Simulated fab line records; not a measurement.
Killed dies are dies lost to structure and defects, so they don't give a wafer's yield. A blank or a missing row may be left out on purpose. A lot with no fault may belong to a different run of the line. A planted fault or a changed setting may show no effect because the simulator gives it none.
Matching of chambers -- flow n5 finfet -- pecvd-01 running N5_BEOL_M4_ILD_DEP_00: 3 sister chambers
The step deposits SiOC from DEMS/O2, target thk 79 nm, time 15.3 s. 6 wafers are shown with their chamber, then 9 later ones without.

## WAFERS, EACH WITH ITS CHAMBER
wafer,chamber,throttle valve pct (%),heater power w (W)
L085.2,1,11.5,561
L085.3,2,12.1,425
L087.4,2,11.8,429
L090.3,0,12.5,464
L090.4,0,12.5,469
L090.5,1,11.5,554

## WAFERS WITHOUT THEIR CHAMBER
wafer,throttle valve pct (%),heater power w (W)
L089.1,12.7,540
L089.2,11.7,448
L089.6,11.8,473
L092.1,12.8,483
L092.2,12.1,477
L092.5,11.8,465
L094.1,11.5,553
L094.2,12.4,492
L094.4,12.6,502

## CHAMBER TAKEN BY EACH
wafer,from the rows above,in truth
L089.1,1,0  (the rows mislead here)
L089.2,2,2
L089.6,0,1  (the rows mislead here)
L092.1,0,0
L092.2,0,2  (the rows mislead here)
L092.5,0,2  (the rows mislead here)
L094.1,1,1
L094.2,0,0
L094.4,0,0
5 of 9 placed correctly. Number that these rows cannot place: 0. 4 placed wrongly.
How it was worked out, from the rows above alone: a wafer's distance from a chamber is the root of the sum, over the readings, of the square of ((its reading less the chamber's mean) divided by the reading's scatter). The wafer belongs to the nearest chamber; if the next one is less than 2 further off, it can't be placed. The mean given for a chamber averages the wafers shown for that chamber. How the scatter is found: for the shown wafers, subtract from each reading the mean of its chamber, square and add these, divide the total by (wafers less chambers), then take the root.
